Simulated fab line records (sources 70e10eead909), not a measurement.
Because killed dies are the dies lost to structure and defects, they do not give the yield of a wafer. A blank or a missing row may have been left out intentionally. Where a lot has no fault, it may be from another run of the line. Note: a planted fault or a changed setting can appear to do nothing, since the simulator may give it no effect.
Which tool is to blame? | flow nand-harc | 42 wafers from 14 lots sampled at 4 of the route's 1159 steps

== WHAT THE GAUGES READ, wafer by wafer ==
NHARC_END_SORT_01. Usual: killed-at-array 28, standard deviation 8.6; killed-at-other 0.7, standard deviation 1.2; killed-at-periphery 3.1, standard deviation 2.3; killed-dies 32, standard deviation 8.7; killed-open 3.2, standard deviation 1.7; killed-short 2.0, standard deviation 1.5.
lot  | measured     | on        | killed-at-array | killed-at-other | killed-at-periphery | killed-dies | killed-open | killed-short | flag
L420 | day 21 05:57 | prober-02 | 93 76 115       | 4 0 2           | 6 8 3               | 103 84 120  | 0 2 2       | 4 2 2        | OFF
L423 | day 21 20:43 | prober-01 | 118 106 80      | 2 1 1           | 4 3 5               | 124 110 86  | 6 2 4       | 4 2 2        | OFF
L435 | day 25 15:51 | prober-01 | 23 18 26        | 0 0 0           | 6 5 8               | 29 23 34    | 2 1 2       | 5 0 0        |

== TOOL THAT RAN EACH LOT (tool first, then ch and the chambers of the sampled wafers, then the start) ==
lot  | NHARC_A_CONTACT_ETCH_139             | NHARC_A_BONDPAD_DEGAS_25     | NHARC_A_BONDPAD_ANNEAL_28
L414 | har-cap-etch-03 ch 0,1, day 17 11:46 | pvd-sputter-02, day 18 07:53 | rtp-anneal-01 ch 0, day 18 08:36
L417 | har-cap-etch-01 ch 0,1, day 18 15:39 | pvd-sputter-03, day 19 09:05 | rtp-anneal-01 ch 0, day 19 09:55
L420 | har-cap-etch-02 ch 0,1, day 18 21:54 | pvd-sputter-03, day 19 23:46 | rtp-anneal-01 ch 0, day 20 00:34
L423 | har-cap-etch-02 ch 0,1, day 19 02:47 | pvd-sputter-01, day 20 05:38 | rtp-anneal-01 ch 0, day 20 06:22
L426 | har-cap-etch-01 ch 0,1, day 20 04:11 | pvd-sputter-02, day 21 01:16 | rtp-anneal-02 ch 0, day 21 02:00
L425 | har-cap-etch-03 ch 0,1, day 20 20:01 | pvd-sputter-03, day 21 19:48 | rtp-anneal-01 ch 0, day 21 20:32
L430 | har-cap-etch-03 ch 0,1, day 21 04:42 | pvd-sputter-03, day 22 02:38 | rtp-anneal-01 ch 0, day 22 03:23
L429 | har-cap-etch-02 ch 0,1, day 21 10:08 | pvd-sputter-02, day 22 10:38 | rtp-anneal-01 ch 0, day 22 11:21
L432 | har-cap-etch-01 ch 0,1, day 21 10:41 | pvd-sputter-03, day 22 11:22 | rtp-anneal-02 ch 0, day 22 12:14
L431 | har-cap-etch-03 ch 1, day 21 11:19   | pvd-sputter-02, day 22 11:45 | rtp-anneal-02 ch 0, day 22 12:36
L433 | har-cap-etch-02 ch 0,1, day 22 16:00 | pvd-sputter-02, day 23 13:44 | rtp-anneal-01 ch 0, day 23 14:34
L434 | har-cap-etch-01 ch 0,1, day 22 19:52 | pvd-sputter-03, day 24 00:55 | rtp-anneal-01 ch 0, day 24 01:40
L435 | har-cap-etch-03 ch 0,1, day 22 23:39 | pvd-sputter-02, day 24 00:17 | rtp-anneal-02 ch 0, day 24 01:08
L436 | har-cap-etch-02 ch 0,1, day 23 04:14 | pvd-sputter-02, day 24 01:28 | rtp-anneal-01 ch 0, day 24 02:15
- NHARC_A_CONTACT_ETCH_139: etches the open film in C4F8/O2/Ar, time 137 s, target depth 590 nm.
- NHARC_A_BONDPAD_DEGAS_25: time 60 s.
- NHARC_A_BONDPAD_ANNEAL_28: time 90 s.

== WHAT THE TOOLS THEMSELVES READ (means of the sampled wafers that have a number; where no wafer has one, the mark that the record gives instead) ==
NHARC_A_BONDPAD_DEGAS_25. Usual: 480 W for heater-power-w, sd 39.
lot  | tool           | heater-power-w (W) | flag
L414 | pvd-sputter-02 | 506                |
L417 | pvd-sputter-03 | 477                |
L420 | pvd-sputter-03 | 503                |
L423 | pvd-sputter-01 | 429                |
L426 | pvd-sputter-02 | 508                |
L425 | pvd-sputter-03 | 509                |
L430 | pvd-sputter-03 | 467                |
L429 | pvd-sputter-02 | 491                |
L432 | pvd-sputter-03 | 475                |
L431 | pvd-sputter-02 | 490                |
L433 | pvd-sputter-02 | 480                |
L434 | pvd-sputter-03 | 478                |
L435 | pvd-sputter-02 | 514                |
L436 | pvd-sputter-02 | 463                |

NHARC_A_BONDPAD_ANNEAL_28. Usual: anneal-temp-c-max 226.1, standard deviation 0.43; wafer_temp_C_max 226.4, standard deviation 0.49.
lot  | tool          | anneal-temp-c-max | wafer_temp_C_max | flag
L414 | rtp-anneal-01 | 225.8             | 227.1            |
L417 | rtp-anneal-01 | 225.7             | 226.5            |
L420 | rtp-anneal-01 | 225.9             | 226.7            |
L423 | rtp-anneal-01 | 225.8             | 226.6            |
L426 | rtp-anneal-02 | 226.7             | 225.9            |
L425 | rtp-anneal-01 | 225.9             | 226.7            |
L430 | rtp-anneal-01 | 225.8             | 227.1            |
L429 | rtp-anneal-01 | 226.1             | 226.9            |
L432 | rtp-anneal-02 | 226.4             | 225.7            |
L431 | rtp-anneal-02 | 226.3             | 226.0            |
L433 | rtp-anneal-01 | 225.6             | 227.0            |
L434 | rtp-anneal-01 | 225.8             | 227.0            |
L435 | rtp-anneal-02 | 226.7             | 226.0            |
L436 | rtp-anneal-01 | 225.8             | 226.5            |

== THE ANSWER, worked out from the rows above alone ==
Rule: a lot is off if the mean of its wafers that have a number lies more than 3 standard deviations from the usual mean. Also off: a lot with no number at a reading for which 4 or more lots have one. The other lots that the step has rows for count as sound. After the gauges, taken in route order, come the tools' own readings; for these a lot's mean is taken, as printed above. At the first step where some lot is off, the reading lying furthest off is the one used; lots without a number count as furthest.
Off at NHARC_END_SORT_01 (killed-dies): L420, L423. Neither off nor sound, because the step has no rows for them: L414, L417, L426, L425, L430, L429, L432, L431, L433, L434, L436.
A tool fits if, at a process step before that reading, it ran every lot that is off, and no sound lot after the first of them. Gauges at NHARC_END_SORT_01: tried the same way as those tools. This does not decide it: 2 tools fit, namely har-cap-etch-02 at NHARC_A_CONTACT_ETCH_139 and rtp-anneal-01 at NHARC_A_BONDPAD_ANNEAL_28.

== WHAT THE SIMULATOR HAD PUT IN ==
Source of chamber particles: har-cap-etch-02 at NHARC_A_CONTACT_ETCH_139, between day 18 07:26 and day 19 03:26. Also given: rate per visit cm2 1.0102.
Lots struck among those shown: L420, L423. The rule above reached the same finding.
